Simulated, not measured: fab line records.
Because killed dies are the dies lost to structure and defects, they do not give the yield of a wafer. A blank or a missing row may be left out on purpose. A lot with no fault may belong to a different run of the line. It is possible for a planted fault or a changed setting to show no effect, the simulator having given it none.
Chamber matching | flow n5-finfet | 4 sister chambers for N5_SD_EPI_N_LINER_46 on ald-sin-01
The step material SiNx, target thk 3 nm. 8 wafers are shown with their chamber, then 8 later ones without.

## WAFERS, EACH WITH ITS CHAMBER
wafer  | chamber | heater-power-w (W) | chamber-pressure-Torr (Torr)
L079.5 | 1       | 722                | 1.999
L090.1 | 1       | 735                | 2.008
L092.4 | 2       | 764                | 1.995
L092.5 | 0       | 789                | 1.999
L093.1 | 0       | 780                | 2.004
L093.4 | 2       | 744                | 1.998
L093.6 | 3       | 918                | 1.996
L094.1 | 3       | 904                | 1.998

## WAFERS MISSING THEIR CHAMBER
wafer  | heater-power-w (W) | chamber-pressure-Torr (Torr)
L094.2 | 762                | 1.995
L094.3 | 781                | 1.996
L095.1 | 785                | 2.004
L095.2 | 919                | 1.997
L095.3 | 704                | 2.007
L097.1 | 764                | 1.998
L097.3 | 736                | 1.996
L097.6 | 756                | 1.998

## THE CHAMBER EACH PASSED THROUGH
wafer  | from the rows above     | in truth
L094.2 | can't be placed: 2 or 0 | 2
L094.3 | can't be placed: 0 or 2 | 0
L095.1 | 0                       | 0
L095.2 | 3                       | 3
L095.3 | 1                       | 1
L097.1 | can't be placed: 2 or 0 | 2
L097.3 | can't be placed: 2 or 1 | 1
L097.6 | 2                       | 2
Correct placement for 4 of the 8. Not placeable from these rows: 4 (in 4, the candidates include the true chamber). Wrongly placed: 0.
How it was worked out, from the rows above alone: a wafer's distance from a chamber is the root of the sum, over the readings, of the square of ((its reading less the chamber's mean) divided by the reading's scatter). The wafer belongs to the nearest chamber; if the next one is less than 2 further off, it can't be placed. Each chamber's mean is taken over the wafers shown for it. The scatter: take each reading less its chamber's mean, square it, sum over the shown wafers, divide by the number of wafers less the number of chambers, and take the root.
